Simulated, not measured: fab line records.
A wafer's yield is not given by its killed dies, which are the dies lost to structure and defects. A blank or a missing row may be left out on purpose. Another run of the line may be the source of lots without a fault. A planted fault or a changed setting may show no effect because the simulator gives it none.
fab line records + flow nand_harc
record
- lots=6
- wafers=18
- last_day=25
route steps=1159 shown A_ONON_D1@428 END@1159
lots untouched by any fault: they come from a run of this same line in which no faults occurred
start_h: hours from the record's first day to the start of the lot's first wafer shown + wait_h: hours since the lot's step before + " same as the row above + L1.1+2: a row that stands for several wafers + - either no value or no given start + * or withheld: withheld + < > ~ a bound
route shown NAME@n: NAME is a module with steps in the file, n the number in the route of the first one + usual: the fault-free wafers' mean and standard deviation + same: alike in all rows + chamber/n: place in a boat + sites: per-site readings + _std_site: standard deviation of those values + _edge_site: mean of outer sites minus mean of inner sites + radius_mm: for every site, how far away it sits from the centre of the wafer + mask NAME#n: copy n + behind: the most recent tool/chamber to have shaped the wafer + hold: what put the lot on hold/how long, in hours/how the hold closed + device: the transistor (n, p or np) that didn't switch + end of line: tests run on the same wafers once the route is complete + step lacking rows: just its recipe + killed: dies lost to structure and defects at the first sort, not the wafer's yield + map: a wafer's dies, x killed, . not, _ none there
set.NAME: the run value of the setting; set.NAME@STEP: its run value at that earlier step + model.NAME: the simulator's own value behind a step, which no gauge read
lots seen at some steps along the route; tables by step, rows by wafer
services: when a tool's chamber went out of use (start_h, in hours from the record's first day, below 0 if earlier), for how many hours, and the reason
## steps
# step NHARC_A_ONON_D1_DEP_06
# recipe
- target_thk_a=10000
- n2_flow_sccm=2750
- n2o_flow_sccm=2000
- nh3_flow_sccm=500
- sih4_flow_sccm=210
- temp_c=400
# step NHARC_A_ONON_D1_THK_MEAS_08
# recipe
- thk_meas_gauge=ellipsometry
# usual
- thk_nm=998/9.4
| lot.wafer | tool          | chamber | start_h | wait_h | thk_nm |
|-----------|---------------|---------|---------|--------|--------|
| L484.1    | film_metro-02 | -       | 174.04  | -      | 1001   |
| L484.5    | "             | -       | "       | "      | 1001   |
| L484.6    | "             | -       | "       | "      | 998    |
| L490.1    | film_metro-02 | -       | 200.74  | -      | 1000   |
| L490.2    | "             | -       | "       | "      | 1000   |
| L490.5    | "             | -       | "       | "      | 1000   |
| L494.1    | film_metro-01 | -       | 235.44  | -      | 1000   |
| L494.4    | "             | -       | "       | "      | 1000   |
| L494.5    | "             | -       | "       | "      | 1000   |
| L496.1    | film_metro-02 | -       | 235.46  | -      | 995    |
| L496.2    | "             | -       | "       | "      | 997    |
| L496.3    | "             | -       | "       | "      | 994    |
| L504.2    | film_metro-02 | -       | 282.91  | -      | 1006   |
| L504.3    | "             | -       | "       | "      | 1005   |
| L504.4    | "             | -       | "       | "      | 1005   |
| L505.3    | film_metro-01 | -       | 298.39  | -      | 1004   |
| L505.5    | "             | -       | "       | "      | 1006   |
| L505.6    | "             | -       | "       | "      | 1005   |
# step NHARC_A_ONON_D1_DEP_09
# recipe
- target_thk_a=10000
- n2_flow_sccm=2750
- n2o_flow_sccm=2000
- nh3_flow_sccm=500
- sih4_flow_sccm=210
- temp_c=400
# step NHARC_A_ONON_D1_THK_MEAS_11
# recipe
- thk_meas_gauge=ellipsometry
# usual
- thk_nm=999/11
| lot.wafer | tool          | chamber | start_h | wait_h | thk_nm |
|-----------|---------------|---------|---------|--------|--------|
| L484.1    | film_metro-02 | -       | 174.60  | -      | 1013   |
| L484.5    | "             | -       | "       | "      | 1012   |
| L484.6    | "             | -       | "       | "      | 1012   |
| L490.1    | film_metro-02 | -       | 201.31  | -      | 989    |
| L490.2    | "             | -       | "       | "      | 988    |
| L490.5    | "             | -       | "       | "      | 986    |
| L494.1    | film_metro-01 | -       | 236.02  | -      | 1006   |
| L494.4    | "             | -       | "       | "      | 1007   |
| L494.5    | "             | -       | "       | "      | 1008   |
| L496.1    | film_metro-02 | -       | 236.03  | -      | 988    |
| L496.2    | "             | -       | "       | "      | 989    |
| L496.3    | "             | -       | "       | "      | 992    |
| L504.2    | film_metro-02 | -       | 283.48  | -      | 1016   |
| L504.3    | "             | -       | "       | "      | 1016   |
| L504.4    | "             | -       | "       | "      | 1016   |
| L505.3    | film_metro-01 | -       | 298.96  | -      | 998    |
| L505.5    | "             | -       | "       | "      | 996    |
| L505.6    | "             | -       | "       | "      | 997    |
# step NHARC_A_ONON_D1_DEP_12
# recipe
- target_thk_a=10000
- n2_flow_sccm=2750
- n2o_flow_sccm=2000
- nh3_flow_sccm=500
- sih4_flow_sccm=210
- temp_c=400
# step NHARC_A_ONON_D1_THK_MEAS_14
# recipe
- thk_meas_gauge=ellipsometry
# usual
- thk_nm=998/11
| lot.wafer | tool          | chamber | start_h | wait_h | thk_nm |
|-----------|---------------|---------|---------|--------|--------|
| L484.1    | film_metro-01 | -       | 175.17  | -      | 994    |
| L484.5    | "             | -       | "       | "      | 995    |
| L484.6    | "             | -       | "       | "      | 994    |
| L490.1    | film_metro-01 | -       | 201.88  | -      | 985    |
| L490.2    | "             | -       | "       | "      | 987    |
| L490.5    | "             | -       | "       | "      | 987    |
| L494.1    | film_metro-02 | -       | 236.58  | -      | 974    |
| L494.4    | "             | -       | "       | "      | 975    |
| L494.5    | "             | -       | "       | "      | 977    |
| L496.1    | film_metro-01 | -       | 236.60  | -      | 1015   |
| L496.2    | "             | -       | "       | "      | 1015   |
| L496.3    | "             | -       | "       | "      | 1014   |
| L504.2    | film_metro-01 | -       | 284.06  | -      | 1024   |
| L504.3    | "             | -       | "       | "      | 1024   |
| L504.4    | "             | -       | "       | "      | 1025   |
| L505.3    | film_metro-01 | -       | 299.52  | -      | 1003   |
| L505.5    | "             | -       | "       | "      | 1004   |
| L505.6    | "             | -       | "       | "      | 1004   |
# step NHARC_A_ONON_D1_ANNEAL_15
# recipe
- temp_c=750
- time_s=3600
# step NHARC_A_ONON_D1_DEP_16
# recipe
- target_thk_a=10000
- n2_flow_sccm=2750
- n2o_flow_sccm=2000
- nh3_flow_sccm=500
- sih4_flow_sccm=210
- temp_c=400
# step NHARC_A_ONON_D1_THK_MEAS_18
# recipe
- thk_meas_gauge=ellipsometry
# usual
- thk_nm=1004/7.5
| lot.wafer | tool          | chamber | start_h | wait_h | thk_nm |
|-----------|---------------|---------|---------|--------|--------|
| L484.1    | film_metro-02 | -       | 185.44  | -      | 998    |
| L484.5    | "             | -       | "       | "      | 997    |
| L484.6    | "             | -       | "       | "      | 995    |
| L490.1    | film_metro-01 | -       | 214.74  | -      | 1002   |
| L490.2    | "             | -       | "       | "      | 1004   |
| L490.5    | "             | -       | "       | "      | 1003   |
| L496.1    | film_metro-02 | -       | 243.69  | -      | 1012   |
| L496.2    | "             | -       | "       | "      | 1012   |
| L496.3    | "             | -       | "       | "      | 1011   |
| L494.1    | film_metro-02 | -       | 244.04  | -      | 997    |
| L494.4    | "             | -       | "       | "      | 997    |
| L494.5    | "             | -       | "       | "      | 998    |
| L504.2    | film_metro-02 | -       | 291.11  | -      | 998    |
| L504.3    | "             | -       | "       | "      | 997    |
| L504.4    | "             | -       | "       | "      | 998    |
| L505.3    | film_metro-02 | -       | 309.08  | -      | 1012   |
| L505.5    | "             | -       | "       | "      | 1011   |
| L505.6    | "             | -       | "       | "      | 1012   |
# step NHARC_A_ONON_D1_DEP_19
# recipe
- target_thk_a=10000
- n2_flow_sccm=2750
- n2o_flow_sccm=2000
- nh3_flow_sccm=500
- sih4_flow_sccm=210
- temp_c=400
# step NHARC_A_ONON_D1_THK_MEAS_21
# recipe
- thk_meas_gauge=ellipsometry
# usual
- thk_nm=1002/7.7
| lot.wafer | tool          | chamber | start_h | wait_h | thk_nm |
|-----------|---------------|---------|---------|--------|--------|
| L484.1    | film_metro-01 | -       | 186.00  | -      | 993    |
| L484.5    | "             | -       | "       | "      | 991    |
| L484.6    | "             | -       | "       | "      | 991    |
| L490.1    | film_metro-01 | -       | 215.31  | -      | 1001   |
| L490.2    | "             | -       | "       | "      | 999    |
| L490.5    | "             | -       | "       | "      | 1001   |
| L496.1    | film_metro-01 | -       | 244.40  | -      | 1006   |
| L496.2    | "             | -       | "       | "      | 1007   |
| L496.3    | "             | -       | "       | "      | 1008   |
| L494.1    | film_metro-01 | -       | 244.61  | -      | 994    |
| L494.4    | "             | -       | "       | "      | 991    |
| L494.5    | "             | -       | "       | "      | 995    |
| L504.2    | film_metro-01 | -       | 291.68  | -      | 1002   |
| L504.3    | "             | -       | "       | "      | 1001   |
| L504.4    | "             | -       | "       | "      | 1002   |
| L505.3    | film_metro-02 | -       | 309.95  | -      | 1002   |
| L505.5    | "             | -       | "       | "      | 1000   |
| L505.6    | "             | -       | "       | "      | 999    |
# step NHARC_A_ONON_D1_DEP_22
# recipe
- target_thk_a=10000
- n2_flow_sccm=2750
- n2o_flow_sccm=2000
- nh3_flow_sccm=500
- sih4_flow_sccm=210
- temp_c=400
# usual
- n2o_flow_sccm=2002/5.7
| lot.wafer | tool          | chamber | start_h | wait_h | n2o_flow_sccm |
|-----------|---------------|---------|---------|--------|---------------|
| L484.1    | pecvd_onon-02 | 0       | 186.06  | 0.1    | 2009          |
| L484.5    | "             | 0       | "       | "      | 2004          |
| L484.6    | "             | 0       | "       | "      | 2011          |
| L490.1    | pecvd_onon-04 | 0       | 215.51  | 0.2    | 2008          |
| L490.2    | "             | 0       | "       | "      | 2004          |
| L490.5    | "             | 0       | "       | "      | 2005          |
| L496.1    | pecvd_onon-03 | 0       | 244.45  | 0.1    | 2005          |
| L496.2    | "             | 0       | "       | "      | 1998          |
| L496.3    | "             | 0       | "       | "      | 2009          |
| L494.1    | pecvd_onon-02 | 0       | 244.67  | 0.1    | 2007          |
| L494.4    | "             | 0       | "       | "      | 2010          |
| L494.5    | "             | 0       | "       | "      | 2007          |
| L504.2    | pecvd_onon-04 | 0       | 291.80  | 0.1    | 2393          |
| L504.3    | "             | 0       | "       | "      | 2407          |
| L504.4    | "             | 0       | "       | "      | 2398          |
| L505.3    | pecvd_onon-04 | 0       | 310.25  | 0.3    | 2389          |
| L505.5    | "             | 0       | "       | "      | 2390          |
| L505.6    | "             | 0       | "       | "      | 2392          |
# step NHARC_A_ONON_D1_THK_MEAS_24
# recipe
- thk_meas_gauge=ellipsometry
# usual
- thk_nm=1000/8.3
| lot.wafer | tool          | chamber | start_h | wait_h | thk_nm |
|-----------|---------------|---------|---------|--------|--------|
| L484.1    | film_metro-01 | -       | 186.56  | -      | 1004   |
| L484.5    | "             | -       | "       | "      | 1002   |
| L484.6    | "             | -       | "       | "      | 1002   |
| L490.1    | film_metro-01 | -       | 216.02  | -      | 1000   |
| L490.2    | "             | -       | "       | "      | 1001   |
| L490.5    | "             | -       | "       | "      | 1001   |
| L496.1    | film_metro-01 | -       | 244.96  | -      | 1001   |
| L496.2    | "             | -       | "       | "      | 1002   |
| L496.3    | "             | -       | "       | "      | 1001   |
| L494.1    | film_metro-02 | -       | 245.18  | -      | 988    |
| L494.4    | "             | -       | "       | "      | 992    |
| L494.5    | "             | -       | "       | "      | 989    |
| L504.2    | film_metro-01 | -       | 292.24  | -      | 991    |
| L504.3    | "             | -       | "       | "      | 992    |
| L504.4    | "             | -       | "       | "      | 992    |
| L505.3    | film_metro-02 | -       | 310.64  | -      | 991    |
| L505.5    | "             | -       | "       | "      | 993    |
| L505.6    | "             | -       | "       | "      | 992    |
# step NHARC_END_SORT_01
# recipe
- temp_c=25
# usual
- killed_at_array=26/9.7
- killed_at_other=1.0/1.2
- killed_at_periphery=3.9/2.6
- killed_dies=31/9.7
- killed_open=3.2/1.8
- killed_short=2.0/1.3
# same
- gross_dies=677
| lot.wafer | tool      | chamber | start_h | wait_h | killed_at_array | killed_at_other | killed_at_periphery | killed_dies | killed_open | killed_short |
|-----------|-----------|---------|---------|--------|-----------------|-----------------|---------------------|-------------|-------------|--------------|
| L496.1    | prober-01 | 0       | 511.91  | 2.5    | 31              | 0               | 9                   | 40          | 4           | 1            |
| L496.2    | prober-01 | 0       | 512.72  | 2.8    | 41              | 0               | 6                   | 47          | 1           | 0            |
| L496.3    | prober-01 | 0       | 513.53  | 3.1    | 30              | 1               | 11                  | 42          | 6           | 2            |
| L505.3    | prober-02 | 0       | 588.91  | 3.1    | 34              | 3               | 8                   | 45          | 2           | 1            |
| L505.5    | prober-02 | 0       | 590.54  | 3.8    | 35              | 3               | 8                   | 46          | 5           | 3            |
| L505.6    | prober-02 | 0       | 591.35  | 4.1    | 31              | 3               | 7                   | 41          | 2           | 2            |
# killed by level:class
L496.1 A_CHANNEL_HOLE_D1:chamber_film_flake=17 A_STAIRCASE:chamber_film_flake=8 P_CONTACT:chamber_film_flake=3 A_M0:geometric_particle:open=2 P_ZERO_WELL:chamber_film_flake=2 P_STI:chamber_film_flake=2 A_CONTACT:chamber_film_flake=2 P_GATE:geometric_particle:open=1
L496.2 A_CHANNEL_HOLE_D1:chamber_film_flake=27 A_STAIRCASE:chamber_film_flake=9 P_CONTACT:chamber_film_flake=3 P_ZERO_WELL:chamber_film_flake=2 A_ZERO_WELL:chamber_film_flake=2 A_CONTACT:chamber_film_flake=2 A_ONON_D1:geometric_particle:open=1 P_GATE:chamber_film_flake=1
L496.3 A_CHANNEL_HOLE_D1:chamber_film_flake=15 A_CONTACT:chamber_film_flake=6 A_STAIRCASE:chamber_film_flake=5 P_CONTACT:chamber_film_flake=4 P_ZERO_WELL:chamber_film_flake=3 P_CONTACT:geometric_particle:open=2 P_M0:geometric_particle:open=1 P_M1:geometric_particle:short=1
L505.3 A_SLIT:chamber_film_flake=17 A_CHANNEL_HOLE_D1:chamber_film_flake=8 P_STI:chamber_film_flake=3 P_M0:chamber_film_flake=3 A_CHANNEL_FILL_D1:chamber_film_flake=3 A_CONTACT:chamber_film_flake=3 THIN_TSV:chamber_film_flake=2 P_M1:geometric_particle:open=1
L505.5 A_SLIT:chamber_film_flake=20 A_CHANNEL_HOLE_D1:chamber_film_flake=5 A_CONTACT:chamber_film_flake=4 THIN_TSV:chamber_film_flake=3 P_M0:geometric_particle:open=2 P_ZERO_WELL:chamber_film_flake=2 P_CONTACT:geometric_particle:open=1 A_SOURCE_PLATE:geometric_particle:short=1
L505.6 A_SLIT:chamber_film_flake=11 A_CHANNEL_HOLE_D1:chamber_film_flake=9 A_STAIRCASE:chamber_film_flake=4 A_CONTACT:chamber_film_flake=4 P_GATE:chamber_film_flake=3 THIN_TSV:chamber_film_flake=3 A_ONON_D1:geometric_particle:short=2 P_ZERO_WELL:chamber_film_flake=2
## services
| tool          | chamber | start_h | hours | kind |
|---------------|---------|---------|-------|------|
| pecvd_onon-04 | -       | 237.00  | 13.0  | pm   |
| pecvd_onon-02 | -       | 292.00  | 13.0  | pm   |
## key
first_sign
- step=NHARC_A_ONON_D1_DEP_22
- reading=n2o_flow_sccm
- direction=up
- sigmas=69
- usual=2002
- struck=2395
effect none on later readings
met_at NHARC_A_ONON_D1_DEP_22
struck_wafers L504.2,L504.3,L504.4,L505.3,L505.5,L505.6
tester_left_out L504,L505
onset_between 215.51 291.80
fault
- kind=process_parameter_drift
- tool=pecvd_onon-04
- chamber=-
- onset_h=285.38
- steps=NHARC_A_ONON_D1_DEP_22
- channel=n2o_flow_sccm
- offset=400
- shape=step
- end_h=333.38
- acts_in=these_recipes_only
- stated=2000
# tester_left_out: of these lots the tester's yield and bins aren't shown, on N5 and GAA mostly nor the transistor test; their killed dies are dies lost to structure and defects alone, not to doping, threshold or leakage, so they don't give the yield
